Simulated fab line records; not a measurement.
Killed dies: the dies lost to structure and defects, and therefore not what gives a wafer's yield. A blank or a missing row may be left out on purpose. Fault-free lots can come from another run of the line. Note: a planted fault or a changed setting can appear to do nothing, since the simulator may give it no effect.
The tool behind it: which one? :: flow nandHarc :: Sampling: 11 lots, 33 wafers, 6 of 1302 route steps

== WHAT THE GAUGES READ, wafer by wafer ==
NHARC_A_BONDPAD_OVL_MEAS_35.
lot: L230
measured: day 24 22:58
on: overlay-01
overlayXNm (nm): -8 -8 -8
overlayYNm (nm): 7 7 7

lot: L232
measured: day 25 08:07
on: overlay-01
overlayXNm (nm): 3 3 3
overlayYNm (nm): -11 -11 -12

lot: L235
measured: day 26 14:34
on: overlay-01
overlayXNm (nm): 1 1 1
overlayYNm (nm): 8 8 8

lot: L236
measured: day 26 18:34
on: overlay-02
overlayXNm (nm): 5 5 6
overlayYNm (nm): 2 2 2

lot: L237
measured: day 27 11:39
on: overlay-02
overlayXNm (nm): -10 -10 -9
overlayYNm (nm): 2 2 2

lot: L240
measured: day 27 18:06
on: overlay-02
overlayXNm (nm): 2 2 3
overlayYNm (nm): -3 -3 -3

lot: L238
measured: day 27 18:46
on: overlay-01
overlayXNm (nm): 0 -1 0
overlayYNm (nm): -1 -1 -1

lot: L246
measured: day 31 00:00
on: overlay-01
overlayXNm (nm): 29 29 30 30 30 29
overlayYNm (nm): -8 -8 -8 -8 -8 -8

lot: L247
measured: day 31 07:15
on: overlay-02
overlayXNm (nm): 48 48 48 48 48 48
overlayYNm (nm): -3 -3 -3 -3 -2 -2

lot: L250
measured: day 32 14:20
on: overlay-02
overlayXNm (nm): 48 48 48 48 48 48
overlayYNm (nm): -6 -6 -6 -6 -6 -6

lot: L251
measured: day 33 03:00
on: overlay-02
overlayXNm (nm): -4 -4 -5
overlayYNm (nm): 16 17 17

NHARC_END_SORT_01.
lot: L240
measured: day 28 22:06
on: prober-01
defectLimitedYield (%): 94.2 93.4 93.6
killedAtArray: 32 35 39
killedAtOther: 5 4 1
killedAtPeriphery: 2 6 3
killedDies: 39 45 43
killedOpen: 3 2 3
killedShort: 3 5 3
sort_bin_2_pct (%): 2.4 1.6 2.4
sort_bin_3_pct (%): 0.1 0.6 0
sort_bin_4_pct (%): 3.2 4.4 4.0
sortNPass: 638 632 634
sortRimYieldPct (%): 92 91 90
sortYieldPct (%): 94.2 93.4 93.6

lot: L246
measured: day 32 21:58
on: prober-01
defectLimitedYield (%): 92.0 89.4 90.7
killedAtArray: 50 69 61
killedAtOther: 1 0 0
killedAtPeriphery: 3 3 2
killedDies: 54 72 63
killedOpen: 4 6 4
killedShort: 1 4 0
sort_bin_2_pct (%): 3.7 3.4 3.4
sort_bin_3_pct (%): 0.9 0.9 0.4
sort_bin_4_pct (%): 3.4 6.4 5.5
sortNPass: 623 605 614
sortRimYieldPct (%): 90 88 86
sortYieldPct (%): 92.0 89.4 90.7

lot: L247
measured: day 33 00:19
on: prober-01
defectLimitedYield (%): 90.5 88.9 91.1
killedAtArray: 54 57 51
killedAtOther: 2 4 1
killedAtPeriphery: 8 14 8
killedDies: 64 75 60
killedOpen: 2 6 3
killedShort: 3 2 1
sort_bin_2_pct (%): 2.5 2.8 3.0
sort_bin_3_pct (%): 0.9 1.2 1.0
sort_bin_4_pct (%): 6.1 7.1 4.9
sortNPass: 613 602 617
sortRimYieldPct (%): 89 89 89
sortYieldPct (%): 90.5 88.9 91.1

== EACH LOT AND THE TOOL THAT RAN IT (in order: tool; ch and the chambers of the sampled wafers; start) ==
lot: L230
NHARC_A_M1_ANNEAL_31: rtpAnneal-02 ch 0, day 24 20:15
NHARC_A_BONDPAD_CMP_29: cmp-04 ch 1,2,3, day 24 22:14
NHARC_A_BONDPAD_EXPOSE_06: krfScanner-01 ch 0, day 24 22:43
NHARC_A_BONDPAD_ETCH_24: rieDiel-04 ch 0,1, no start

lot: L232
NHARC_A_M1_ANNEAL_31: rtpAnneal-01 ch 0, day 25 05:21
NHARC_A_BONDPAD_CMP_29: cmp-02 ch 0,1,2, day 25 07:14
NHARC_A_BONDPAD_EXPOSE_06: krfScanner-04 ch 0, day 25 07:53
NHARC_A_BONDPAD_ETCH_24: rieDiel-04 ch 2,3, no start

lot: L235
NHARC_A_M1_ANNEAL_31: rtpAnneal-01 ch 0, day 26 11:26
NHARC_A_BONDPAD_CMP_29: cmp-01 ch 0,1,3, day 26 13:42
NHARC_A_BONDPAD_EXPOSE_06: krfScanner-03 ch 0, day 26 14:19
NHARC_A_BONDPAD_ETCH_24: rieDiel-02 ch 1,2, day 26 15:15

lot: L236
NHARC_A_M1_ANNEAL_31: rtpAnneal-02 ch 0, day 26 15:47
NHARC_A_BONDPAD_CMP_29: cmp-01 ch 0,1,3, day 26 17:43
NHARC_A_BONDPAD_EXPOSE_06: krfScanner-01 ch 0, day 26 18:20
NHARC_A_BONDPAD_ETCH_24: rieDiel-02 ch 0,1,2, day 26 19:17

lot: L237
NHARC_A_M1_ANNEAL_31: rtpAnneal-01 ch 0, day 27 08:48
NHARC_A_BONDPAD_CMP_29: cmp-02 ch 2,3, day 27 10:43
NHARC_A_BONDPAD_EXPOSE_06: krfScanner-04 ch 0, day 27 11:25
NHARC_A_BONDPAD_ETCH_24: rieDiel-04 ch 0,2,3, no start

lot: L240
NHARC_A_M1_ANNEAL_31: rtpAnneal-01 ch 0, day 27 15:23
NHARC_A_BONDPAD_CMP_29: cmp-01 ch 1,2,3, day 27 17:23
NHARC_A_BONDPAD_EXPOSE_06: krfScanner-04 ch 0, day 27 17:52
NHARC_A_BONDPAD_ETCH_24: rieDiel-04 ch 0,1,2, day 27 18:51

lot: L238
NHARC_A_M1_ANNEAL_31: rtpAnneal-02 ch 0, day 27 15:51
NHARC_A_BONDPAD_CMP_29: cmp-04 ch 0,1, day 27 17:59
NHARC_A_BONDPAD_EXPOSE_06: krfScanner-04 ch 0, day 27 18:32
NHARC_A_BONDPAD_ETCH_24: rieDiel-04 ch 0,3, no start

lot: L246
NHARC_A_M1_ANNEAL_31: rtpAnneal-01 ch 0, day 30 21:14
NHARC_A_BONDPAD_CMP_29: cmp-04 ch 0,2, day 30 23:06
NHARC_A_BONDPAD_EXPOSE_06: krfScanner-04 ch 0, day 30 23:46
NHARC_A_BONDPAD_ETCH_24: rieDiel-04 ch 1,2,3, day 32 21:58 or earlier

lot: L247
NHARC_A_M1_ANNEAL_31: rtpAnneal-01 ch 0, day 31 04:36
NHARC_A_BONDPAD_CMP_29: cmp-02 ch 0,2,3, day 31 06:28
NHARC_A_BONDPAD_EXPOSE_06: krfScanner-04 ch 0, day 31 07:01
NHARC_A_BONDPAD_ETCH_24: rieDiel-05 ch 0,1,2, day 33 00:19 or earlier

lot: L250
NHARC_A_M1_ANNEAL_31: rtpAnneal-01 ch 0, day 32 11:29
NHARC_A_BONDPAD_CMP_29: cmp-01 ch 1,3, day 32 13:26
NHARC_A_BONDPAD_EXPOSE_06: krfScanner-04 ch 0, day 32 14:05
NHARC_A_BONDPAD_ETCH_24: rieDiel-04 ch 0,1,3, no start

lot: L251
NHARC_A_M1_ANNEAL_31: rtpAnneal-02 ch 0, day 33 00:11
NHARC_A_BONDPAD_CMP_29: cmp-01 ch 0,3, day 33 02:07
NHARC_A_BONDPAD_EXPOSE_06: krfScanner-01 ch 0, day 33 02:46
NHARC_A_BONDPAD_ETCH_24: rieDiel-02 ch 0,1,2, no start
- NHARC_A_M1_ANNEAL_31: time 90 s.
- NHARC_A_BONDPAD_CMP_29: polishes SiCN, target thk 200 nm.
- NHARC_A_BONDPAD_EXPOSE_06: exposes mask A BPAD.
- NHARC_A_BONDPAD_ETCH_24: etches the open film in CF4/N2, target depth 30 nm, time 72.99 s.

== AS READ BY THE TOOLS THEMSELVES (means over the sampled wafers that have a number; for cases with no such wafer, the mark the record gives instead) ==
NHARC_A_M1_ANNEAL_31.
lot: L230
tool: rtpAnneal-02
wafer_temp_C_max: 226.18

lot: L232
tool: rtpAnneal-01
wafer_temp_C_max: 226.11

lot: L235
tool: rtpAnneal-01
wafer_temp_C_max: 226.40

lot: L236
tool: rtpAnneal-02
wafer_temp_C_max: 226.53

lot: L237
tool: rtpAnneal-01
wafer_temp_C_max: 226.21

lot: L240
tool: rtpAnneal-01
wafer_temp_C_max: 226.39

lot: L238
tool: rtpAnneal-02
wafer_temp_C_max: 226.15

lot: L246
tool: rtpAnneal-01
wafer_temp_C_max: 226.50

lot: L247
tool: rtpAnneal-01
wafer_temp_C_max: 226.42

lot: L250
tool: rtpAnneal-01
wafer_temp_C_max: 226.56

lot: L251
tool: rtpAnneal-02
wafer_temp_C_max: 226.46

NHARC_A_BONDPAD_CMP_29.
lot: L230
tool: cmp-04
motorCurrentA (A): 11.6

lot: L232
tool: cmp-02
motorCurrentA (A): 11.2

lot: L235
tool: cmp-01
motorCurrentA (A): 12.4

lot: L236
tool: cmp-01
motorCurrentA (A): 12.3

lot: L237
tool: cmp-02
motorCurrentA (A): 10.3

lot: L240
tool: cmp-01
motorCurrentA (A): 13.3

lot: L238
tool: cmp-04
motorCurrentA (A): 11.5

lot: L246
tool: cmp-04
motorCurrentA (A): 12.0

lot: L247
tool: cmp-02
motorCurrentA (A): 11.5

lot: L250
tool: cmp-01
motorCurrentA (A): 13.1

lot: L251
tool: cmp-01
motorCurrentA (A): 12.3

NHARC_A_BONDPAD_ETCH_24.
lot: L230
tool: rieDiel-04
drypumpMotorCurrentA (A): 5.5
oesProductAu (a.u.): 0.998
rfVppV (V): 312.1
showerheadPlenumPTorr (Torr): 2.57
throttleValvePct (%): 19.797

lot: L232
tool: rieDiel-04
drypumpMotorCurrentA (A): 5.9
oesProductAu (a.u.): 1.010
rfVppV (V): 311.3
showerheadPlenumPTorr (Torr): 2.50
throttleValvePct (%): 19.787

lot: L235
tool: rieDiel-02
drypumpMotorCurrentA (A): 6.1
oesProductAu (a.u.): 0.997
rfVppV (V): 312.6
showerheadPlenumPTorr (Torr): 2.55
throttleValvePct (%): 19.789

lot: L236
tool: rieDiel-02
drypumpMotorCurrentA (A): 5.6
oesProductAu (a.u.): 0.995
rfVppV (V): 313.5
showerheadPlenumPTorr (Torr): 2.57
throttleValvePct (%): 19.802

lot: L237
tool: rieDiel-04
drypumpMotorCurrentA (A): 5.6
oesProductAu (a.u.): 1.011
rfVppV (V): 311.8
showerheadPlenumPTorr (Torr): 2.49
throttleValvePct (%): 19.795

lot: L240
tool: rieDiel-04
drypumpMotorCurrentA (A): 5.8
oesProductAu (a.u.): 0.994
rfVppV (V): 312.4
showerheadPlenumPTorr (Torr): 2.58
throttleValvePct (%): 19.788

lot: L238
tool: rieDiel-04
drypumpMotorCurrentA (A): 5.4
oesProductAu (a.u.): 1.011
rfVppV (V): 311.2
showerheadPlenumPTorr (Torr): 2.48
throttleValvePct (%): 19.800

lot: L246
tool: rieDiel-04
drypumpMotorCurrentA (A): 6.1
oesProductAu (a.u.): 0.999
rfVppV (V): 313.6
showerheadPlenumPTorr (Torr): 2.60
throttleValvePct (%): 19.792

lot: L247
tool: rieDiel-05
drypumpMotorCurrentA (A): 5.6
oesProductAu (a.u.): 1.002
rfVppV (V): 317.7
showerheadPlenumPTorr (Torr): 2.79
throttleValvePct (%): 19.792

lot: L250
tool: rieDiel-04
drypumpMotorCurrentA (A): 5.8
oesProductAu (a.u.): 0.999
rfVppV (V): 313.1
showerheadPlenumPTorr (Torr): 2.60
throttleValvePct (%): 19.788

lot: L251
tool: rieDiel-02
drypumpMotorCurrentA (A): 5.6
oesProductAu (a.u.): 1.008
rfVppV (V): 312.9
showerheadPlenumPTorr (Torr): 2.56
throttleValvePct (%): 19.801

== THE ANSWER, worked out from the rows above alone ==
Rule: usual is defined by the lots themselves. The widest of any qualifying gaps counts: lots, ordered by their means at a reading, are off when they make up no more than a third of the lots, leave a main group of 4 or more, and stand apart from it by 3 or more times the standard deviation of that group's means. Not used: any main group whose means are identical at the precision the tables above print for the reading. A lot without any number at a reading at which 4 lots or more have one is off too. Any other lot the step has rows for is counted as sound. Order of review: gauges by route order, followed by the tools' own readings, for which a lot's mean as printed above is used. At the first step where some lot is off, the reading lying furthest off is the one used; lots without a number count as furthest.
Off: L246, L247, L250, at NHARC_A_BONDPAD_OVL_MEAS_35 (overlayXNm). The main group: mean -1 nm, standard deviation 5.1.
A tool fits if, at a process step before that reading, it ran every lot that is off, and no sound lot after the first of them. Gauges at NHARC_A_BONDPAD_OVL_MEAS_35: tried the same way as those tools. 2 tools fit, rtpAnneal-01 at NHARC_A_M1_ANNEAL_31 and krfScanner-04 at NHARC_A_BONDPAD_EXPOSE_06, so this cannot tell which one it is.

== WHAT THE SIMULATOR HAD PUT IN ==
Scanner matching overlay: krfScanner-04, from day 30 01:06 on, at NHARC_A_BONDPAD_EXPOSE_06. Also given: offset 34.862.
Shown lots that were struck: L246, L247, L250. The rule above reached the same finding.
